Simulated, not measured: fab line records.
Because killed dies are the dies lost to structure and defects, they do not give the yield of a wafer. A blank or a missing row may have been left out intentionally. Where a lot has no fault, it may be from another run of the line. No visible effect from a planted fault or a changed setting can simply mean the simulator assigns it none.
fab line records	flow nandHarc
record: lots: 13	wafers: 39	lastDay: 33
route steps=1302 shown A_STAIRCASE@835 END@1302
lots untouched by any fault: they come from a run of this same line in which no faults occurred
startH: hours from the record's opening day to when the first of the lot's shown wafers began	waitH: hours from the lot's prior step to this one	" the same as in the row above	L1.1+2: one row covering several wafers at once	- either no value or no given start	* or withheld: withheld	< > ~ a bound
route shown NAME@n: a module of which the file shows steps, and the number in the route of the first	usual: mean/standard deviation taken from wafers without a fault	same: alike in all rows	chamber/n: place in a boat	sites: per-site readings	_std_site: standard deviation across them	_edge_site: inner sites' mean taken away from outer sites' mean	radiusMm: how far each site lies from the wafer's centre	mask NAME#n: copy n	behind: the tool/chamber that last shaped the wafer	hold: reason for holding the lot/hours on hold/outcome of the hold	device: transistor that didn't switch, given as n, p or np	end of line: the route-end tests of the same wafers	a step given without rows: its recipe and nothing more	killed: count of dies lost to structure and defects at first sort (not the wafer's yield)	map: the dies of a wafer, with x for killed, . for not killed, _ for no die there
set.NAME: the setting that was run; set.NAME@STEP: the one run at that earlier step	model.NAME: the simulator's own value behind a step, which no gauge read
one table for each step of the route and one row for each wafer, over a sample of lots
services: a tool's chamber out of use, with start hour (startH, from the record's first day; less than 0 if before it), hours out, and reason
== steps ==
step: NHARC_A_STAIRCASE_ETCH_315
recipe: targetDepthA: 25000	timeS: 607.1	ionEnergyEv: 800	c4f8FlowSccm: 80	o2FlowSccm: 60	arFlowSccm: withheld	rfW: 600	biasW: 3000	chemistry: C4F8/O2/Ar
usual: oesProductAu: 0.933/0.0088	rfVppV: 1828/15
lot.wafer	tool	chamber	startH	waitH	oesProductAu	rfHoursCounterH	rfVppV
L182.2	rieDiel-09	2	-	-	0.931	16	1811
L182.5	"	3	"	"	0.924	-	1844
L182.6	"	0	"	"	0.948	-	1842
L184.1	rieDiel-06	0	-	-	0.933	29	1813
L184.2	"	1	"	"	0.942	29	1844
L184.6	"	3	"	"	0.925	-	1810
L185.2	rieDiel-12	3	-	-	0.936	43	1809
L185.1	"	0	"	"	0.944	39	1832
L185.5	"	2	"	"	0.943	-	1814
L186.3	rieDiel-06	3	-	-	0.926	35	1811
L186.2	"	0	"	"	0.941	31	1814
L186.6	"	2	"	"	0.941	-	1823
L183.2	rieDiel-06	2	-	-	0.939	51	1822
L183.3	"	3	"	"	0.946	49	1809
L183.1	"	0	"	"	0.932	44	1814
L188.3	rieDiel-06	1	-	-	0.924	49	1843
L188.1	"	2	"	"	0.942	53	1822
L188.5	"	0	"	"	0.932	-	1814
L192.1	rieDiel-06	2	-	-	0.953	56	1824
L192.2	"	3	"	"	0.938	53	1808
L192.6	"	2	"	"	0.948	-	1822
L194.3	rieDiel-06	2	-	-	0.939	6	1822
L194.1	"	3	"	"	0.933	4	1809
L194.5	"	1	"	"	0.925	-	1845
L198.3	rieDiel-12	0	-	-	0.924	30	1830
L198.1	"	1	"	"	0.951	34	1809
L198.6	"	2	"	"	0.925	-	1812
L196.1	rieDiel-12	0	-	-	0.937	31	1830
L196.5	"	1	"	"	0.952	-	1810
L196.6	"	2	"	"	0.921	-	1811
L200.3	rieDiel-09	3	-	-	0.938	18	1842
L200.2	"	0	"	"	0.939	15	1843
L200.4	"	2	"	"	0.939	16	1809
L204.3	rieDiel-06	2	-	-	0.936	37	1821
L204.1	"	3	"	"	0.923	35	1806
L204.5	"	2	"	"	0.923	-	1822
L202.1	rieDiel-09	0	-	-	0.940	35	1842
L202.4	"	3	"	"	0.931	37	1842
L202.5	"	1	"	"	0.940	-	1840
step: NHARC_A_STAIRCASE_STRIP_316
recipe: o2FlowSccm: 500	arFlowSccm: 0	biasW: 0	chemistry: O2
usual: drypumpMotorCurrentA: 5.8/0.51	oesProductAu: 1.001/0.0093	rfVppV: 57.7/0.93	showerheadPlenumPTorr: 3.52/0.2	throttleValvePct: 17.037/0.0086
lot.wafer	tool	chamber	startH	waitH	drypumpMotorCurrentA	oesProductAu	rfHoursCounterH	rfVppV	showerheadPlenumPTorr	throttleValvePct
L182.2	rieDiel-09	3	-	-	6.3	0.990	17	57.5	3.77	17.042
L182.6	"	1	"	"	6.3	1.003	-	59.4	3.74	17.049
L182.5	"	2	"	"	5.6	0.996	-	56.7	3.31	17.045
L184.2	rieDiel-06	2	-	-	4.9	1.002	33	57.4	3.48	17.027
L184.1	"	0	"	"	5.4	0.994	29	57.1	3.36	17.037
L184.6	"	2	"	"	4.9	1.010	-	57.1	3.47	17.043
L185.1	rieDiel-12	1	-	-	6.6	0.994	39	57.0	3.34	17.039
L185.2	"	3	"	"	5.9	1.006	43	56.4	3.27	17.030
L185.5	"	1	"	"	6.6	0.998	-	56.6	3.34	17.040
L186.3	rieDiel-06	2	-	-	4.9	1.014	36	57.5	3.47	17.041
L186.2	"	0	"	"	5.4	0.993	31	57.1	3.36	17.025
L186.6	"	1	"	"	5.2	1.002	-	59.9	3.76	17.032
L183.2	rieDiel-06	2	-	-	4.9	1.003	52	57.8	3.46	17.031
L183.3	"	0	"	"	5.4	1.006	45	59.0	3.35	17.047
L183.1	"	1	"	"	5.2	0.992	47	58.7	3.75	17.034
L188.3	rieDiel-06	1	-	-	5.3	0.984	49	58.4	3.75	17.039
L188.1	"	2	"	"	4.9	1.005	53	56.5	3.46	17.025
L188.5	"	0	"	"	5.4	1.003	-	58.4	3.35	17.046
L192.2	rieDiel-06	3	-	-	5.4	0.999	54	56.3	3.30	17.043
L192.1	"	0	"	"	5.4	0.997	50	57.1	3.35	17.050
L192.6	"	2	"	"	4.9	0.989	-	56.7	3.46	17.017
L194.3	rieDiel-06	2	-	-	4.9	1.001	6	58.3	3.46	17.028
L194.1	"	1	"	"	5.2	0.990	6	58.1	3.74	17.037
L194.5	"	2	"	"	4.9	0.993	-	58.8	3.46	17.019
L198.3	rieDiel-12	3	-	-	5.8	1.019	27	59.0	3.79	17.033
L198.1	"	0	"	"	6.3	1.002	30	58.6	3.57	17.041
L198.6	"	2	"	"	5.4	1.000	-	58.0	3.33	17.026
L196.1	rieDiel-12	0	-	-	6.3	0.999	32	58.0	3.57	17.031
L196.6	"	0	"	"	6.3	1.001	-	56.3	3.57	17.045
L196.5	"	1	"	"	6.6	1.017	-	57.2	3.31	17.043
L200.4	rieDiel-09	1	-	-	6.3	0.989	14	57.3	3.71	17.026
L200.2	"	2	"	"	5.6	0.998	17	57.6	3.28	17.029
L200.3	"	3	"	"	6.3	0.994	18	57.6	3.74	17.042
L204.3	rieDiel-06	3	-	-	5.4	0.991	35	56.4	3.28	17.031
L204.1	"	0	"	"	5.4	0.991	36	57.3	3.33	17.036
L204.5	"	2	"	"	4.9	0.996	-	58.3	3.44	17.042
L202.1	rieDiel-09	0	-	-	5.9	1.011	35	58.0	3.73	17.024
L202.4	"	1	"	"	6.4	0.994	27	59.7	3.70	17.026
L202.5	"	3	"	"	6.3	1.004	-	56.4	3.73	17.025
step: NHARC_A_STAIRCASE_CVD_552
recipe: targetThkA: 400	tempC: 700	pressureMtorr: 300	material: SiNx
lot.wafer	tool	chamber	startH	waitH
L182.2+5+6	lpcvd-01	0	398.74	-
L184.1+2+6	lpcvd-02	1	416.42	-
L185.1+2+5	lpcvd-01	1	423.31	-
L186.2+3+6	lpcvd-01	1	433.49	-
L183.1+2+3	lpcvd-01	0	464.69	-
L188.1+3+5	lpcvd-01	1	477.12	-
L188.1+3+5	lpcvd-01	1	480.97	0.7
L192.1+2+6	lpcvd-01	0	488.35	-
L192.1+2+6	lpcvd-01	0	492.20	0.7
L194.1+3+5	lpcvd-02	1	517.46	-
L194.1+3+5	lpcvd-02	1	521.36	0.7
L196.1+5+6	lpcvd-01	0	546.45	-
L198.1+3+6	lpcvd-01	0	546.45	-
L200.2+3+4	lpcvd-01	0	561.54	-
L204.1+3+5	lpcvd-01	1	606.93	-
L202.1+4+5	lpcvd-02	0	614.39	-
step: NHARC_A_STAIRCASE_DEP_325
recipe: targetThkA: 72000	tempC: 400	targetThkNm: 7200	teosFlowSccm: 200	rfW: 500	material: SiO2
usual: heaterPowerW: 646/100
lot.wafer	tool	chamber	startH	waitH	heaterPowerW
L182.2	pecvd-04	0	419.12	0.1	650
L182.5	"	0	"	"	640
L182.6	"	2	"	"	583
L184.1	pecvd-01	2	439.85	0.2	684
L184.2	"	0	"	"	903
L184.6	"	1	"	"	577
L185.2	pecvd-02	1	443.24	0.1	727
L185.1	"	0	"	"	709
L185.5	"	0	"	"	557
L186.2	pecvd-01	1	453.43	0.2	687
L186.3	"	2	"	"	633
L186.6	"	2	"	"	569
L183.1	pecvd-04	0	491.75	0.1	688
L183.3	"	1	"	"	601
L183.2	"	2	"	"	569
L188.1	pecvd-04	1	501.11	0.2	548
L188.3	"	2	"	"	564
L188.5	"	0	"	"	656
L192.2	pecvd-01	0	516.57	0.1	984
L192.1	"	2	"	"	698
L192.6	"	1	"	"	542
L194.3	pecvd-04	0	537.32	0.1	632
L194.1	"	2	"	"	669
L194.5	"	2	"	"	573
L196.1	pecvd-01	0	566.59	0.1	926
L196.5	"	0	"	"	781
L196.6	"	2	"	"	582
L198.1	pecvd-04	1	566.68	0.2	527
L198.3	"	2	"	"	601
L198.6	"	0	"	"	618
L200.3	pecvd-01	2	581.40	0.2	698
L200.2	"	0	"	"	907
L200.4	"	1	"	"	537
L204.3	pecvd-02	0	628.57	0.2	644
L204.1	"	1	"	"	844
L204.5	"	0	"	"	578
L202.1	pecvd-02	0	636.03	0.1	586
L202.5	"	1	"	"	723
L202.4	"	2	"	"	611
step: NHARC_END_SORT_01
recipe: tempC: 25
usual: killedAtArray: 55/22	killedAtOther: 1.1/1.4	killedAtPeriphery: 4/3.2	killedDies: 59/22	killedOpen: 3.3/1.8	killedShort: 2.5/1.5
same: grossDies: 677
lot.wafer	tool	chamber	startH	waitH	killedAtArray	killedAtOther	killedAtPeriphery	killedDies	killedOpen	killedShort
L188.1	prober-01	0	645.97	2.5	673	0	4	677	5	8
L188.3	prober-01	0	647.57	3.1	676	1	0	677	2	7
L188.5	prober-01	0	649.17	3.7	677	0	0	677	2	2
L192.1	prober-02	0	653.07	2.5	667	0	10	677	3	2
L192.2	prober-02	0	653.87	2.8	669	0	8	677	4	6
L192.6	prober-02	0	657.05	4.0	672	0	5	677	3	1
L194.1	prober-02	0	689.92	2.5	674	0	3	677	3	3
L194.3	prober-02	0	691.53	3.1	676	0	1	677	3	3
L194.5	prober-02	0	693.15	3.7	669	2	6	677	3	1
killed by level:class
L188.1 A_STAIRCASE:areaCvd=583 A_CHANNEL_HOLE_D2:chamberFilmFlake=41 A_SLIT:chamberFilmFlake=25 A_STAIRCASE:chamberFilmFlake=5 A_CHANNEL_HOLE_D1:chamberFilmFlake=4 A_ONON_D1:geometricParticle:short=3 A_WL_FILL:chamberFilmFlake=2 P_CONTACT:geometricParticle:short=1
L188.3 A_STAIRCASE:areaCvd=612 A_SLIT:chamberFilmFlake=27 A_CHANNEL_HOLE_D2:chamberFilmFlake=15 A_CHANNEL_HOLE_D1:chamberFilmFlake=6 A_CONTACT:chamberFilmFlake=4 A_STAIRCASE:chamberFilmFlake=2 A_SOURCE_PLATE:geometricParticle:short=1 A_CHANNEL_FILL_D1:geometricParticle:short=1
L188.5 A_STAIRCASE:areaCvd=601 A_SLIT:chamberFilmFlake=27 A_CHANNEL_HOLE_D2:chamberFilmFlake=25 A_CHANNEL_HOLE_D1:chamberFilmFlake=6 A_WL_FILL:chamberFilmFlake=4 A_STAIRCASE:chamberFilmFlake=3 A_CHANNEL_FILL_D1:chamberFilmFlake=2 A_DECK1_JOINT:chamberFilmFlake=2
L192.1 A_STAIRCASE:areaCvd=626 A_CHANNEL_HOLE_D2:chamberFilmFlake=17 A_CONTACT:chamberFilmFlake=10 A_CHANNEL_HOLE_D1:chamberFilmFlake=6 A_STAIRCASE:chamberFilmFlake=3 P_GATE:chamberFilmFlake=2 P_BONDPAD:chamberFilmFlake=2 A_SLIT:chamberFilmFlake=2
L192.2 A_STAIRCASE:areaCvd=629 A_CHANNEL_HOLE_D2:chamberFilmFlake=19 A_CHANNEL_HOLE_D1:chamberFilmFlake=6 A_STAIRCASE:chamberFilmFlake=4 P_CONTACT:geometricParticle:short=2 A_CHANNEL_FILL_D2:geometricParticle:short=2 P_STI:chamberFilmFlake=2 P_GATE:chamberFilmFlake=2
L192.6 A_STAIRCASE:areaCvd=632 A_CHANNEL_HOLE_D2:chamberFilmFlake=17 A_CHANNEL_HOLE_D1:chamberFilmFlake=7 A_CONTACT:chamberFilmFlake=6 A_CHANNEL_FILL_D2:chamberFilmFlake=3 P_BONDPAD:chamberFilmFlake=2 A_SLIT:chamberFilmFlake=2 P_CONTACT:geometricParticle:open=1
L194.1 A_STAIRCASE:areaCvd=568 A_SLIT:chamberFilmFlake=42 A_CHANNEL_HOLE_D1:chamberFilmFlake=30 A_CHANNEL_HOLE_D2:chamberFilmFlake=21 A_STAIRCASE:chamberFilmFlake=6 A_CONTACT:chamberFilmFlake=2 P_M0:geometricParticle:open=1 P_BONDPAD:geometricParticle:open=1
L194.3 A_STAIRCASE:areaCvd=563 A_SLIT:chamberFilmFlake=42 A_CHANNEL_HOLE_D1:chamberFilmFlake=33 A_CHANNEL_HOLE_D2:chamberFilmFlake=23 A_M1:chamberFilmFlake=4 A_CONTACT:chamberFilmFlake=3 A_WL_FILL:chamberFilmFlake=2 P_M0:geometricParticle:short=1
L194.5 A_STAIRCASE:areaCvd=597 A_SLIT:chamberFilmFlake=31 A_CHANNEL_HOLE_D1:chamberFilmFlake=13 A_CHANNEL_HOLE_D2:chamberFilmFlake=11 A_STAIRCASE:chamberFilmFlake=5 A_ZERO_WELL:chamberFilmFlake=3 A_CONTACT:chamberFilmFlake=3 THIN_TSV:chamberFilmFlake=2
== services ==
tool	chamber	startH	hours	kind
rieDiel-12	2	373.76	4.8	repair
lpcvd-02	-	380.25	0.6	repair
lpcvd-02	-	386.00	26.0	pm
pecvd-02	-	402.84	1.0	repair
pecvd-04	0	405.37	5.4	repair
pecvd-02	-	408.00	13.0	pm
rieDiel-12	-	411.42	2.4	repair
lpcvd-02	-	431.10	1.3	repair
rieDiel-12	-	445.52	9.0	pm
pecvd-04	-	450.17	13.0	pm
rieDiel-06	-	485.10	9.0	pm
pecvd-01	-	492.80	13.0	pm
rieDiel-09	-	497.45	9.0	pm
pecvd-04	-	530.24	1.7	repair
lpcvd-01	-	577.27	1.3	repair
pecvd-01	-	588.60	0.9	repair
pecvd-01	-	594.35	3.7	repair
rieDiel-06	-	595.66	1.1	repair
rieDiel-09	1	596.05	2.7	repair
rieDiel-09	1	606.93	2.3	repair
rieDiel-09	0	617.80	40.5	repair
rieDiel-12	-	622.52	9.0	pm
pecvd-01	0	626.42	19.4	repair
pecvd-04	-	631.31	13.0	pm
== key ==
firstSign: step: NHARC_A_STAIRCASE_CVD_552	reading: visit	direction: added
effect: step: NHARC_END_SORT_01	reading: killedDies	direction: up	sigmas: 28	usual: 59	struck: 677
moreKillsBornAt: NHARC_A_STAIRCASE_CVD_552@lpcvd-01: 3683	NHARC_A_STAIRCASE_CVD_552@lpcvd-02: 1728
metAt NHARC_A_STAIRCASE_CVD_552
struckLots L188,L192,L194
laterRowsLeftOut L188.1,L188.3,L188.5,L192.1,L192.2,L192.6,L194.1,L194.3,L194.5
testerLeftOut L188,L192,L194
notActingAt NHARC_A_STAIRCASE_ETCH_315,NHARC_A_STAIRCASE_STRIP_316,NHARC_A_STAIRCASE_DEP_325
fault: kind: repeatedStepWhole	tool: lpcvd-01,lpcvd-02	chamber: -	onsetH: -	steps: NHARC_A_STAIRCASE_CVD_552	times: 1	scope: struckLotsOnly
testerLeftOut: of these lots the tester's yield and bins aren't shown, on N5 and GAA mostly nor the transistor test; their killed dies are dies lost to structure and defects alone, not to doping, threshold or leakage, so they don't give the yield
laterRowsLeftOut: the simulator's readings of these wafers behind a module that went badly wrong aren't trusted and aren't shown, but for the sort
